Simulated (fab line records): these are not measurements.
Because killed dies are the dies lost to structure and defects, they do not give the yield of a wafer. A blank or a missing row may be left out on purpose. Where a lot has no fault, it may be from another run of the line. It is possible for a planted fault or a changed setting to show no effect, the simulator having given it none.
Which of the tools did it? || flow nand_harc || route of 1159 steps, sampled at 1 step: 7 lots, 21 wafers

== WHAT THE GAUGES SHOWED, per wafer ==
NHARC_P_M2_INSPECT_27.
{"lot": "L211", "measured": "day 6 23:08", "on": "defect_inspect-01", "raw_defect_count": "296 242 293"}
{"lot": "L212", "measured": "day 7 13:01", "on": "defect_inspect-02", "raw_defect_count": "369 379 350"}
{"lot": "L217", "measured": "day 8 11:02", "on": "defect_inspect-01", "raw_defect_count": "347 308 246"}
{"lot": "L226", "measured": "day 10 10:40", "on": "defect_inspect-02", "raw_defect_count": "440 313 352"}
{"lot": "L227", "measured": "day 10 21:16", "on": "defect_inspect-02", "raw_defect_count": "400 559 201"}
{"lot": "L230", "measured": "day 11 10:35", "on": "defect_inspect-02", "raw_defect_count": "278 198 317"}
{"lot": "L232", "measured": "day 11 23:51", "on": "defect_inspect-02", "raw_defect_count": "491 189 210"}

== TOOL THAT RAN EACH LOT (tool first, then ch and the chambers of the sampled wafers, then the start) ==
The record holds no process step before these readings.

== THE ANSWER, worked out from the rows above alone ==
Rule: the usual values come from the lots themselves. Put in order of their means at a reading, lots are off if they are a third of the lots or fewer, leave a main group of 4 or more, and stand apart from it by a gap of 3 or more times the standard deviation of the main group's means; of several such gaps the widest counts. A main group is skipped when, at the precision printed for the reading in the tables above, its means are all equal. Also off: a lot with no number at a reading for which 4 or more lots have one. Any other lot the step has rows for is counted as sound.
Nothing can be told from this: no lot is off at any reading shown.

== WHAT THE SIMULATOR HAD PUT IN ==
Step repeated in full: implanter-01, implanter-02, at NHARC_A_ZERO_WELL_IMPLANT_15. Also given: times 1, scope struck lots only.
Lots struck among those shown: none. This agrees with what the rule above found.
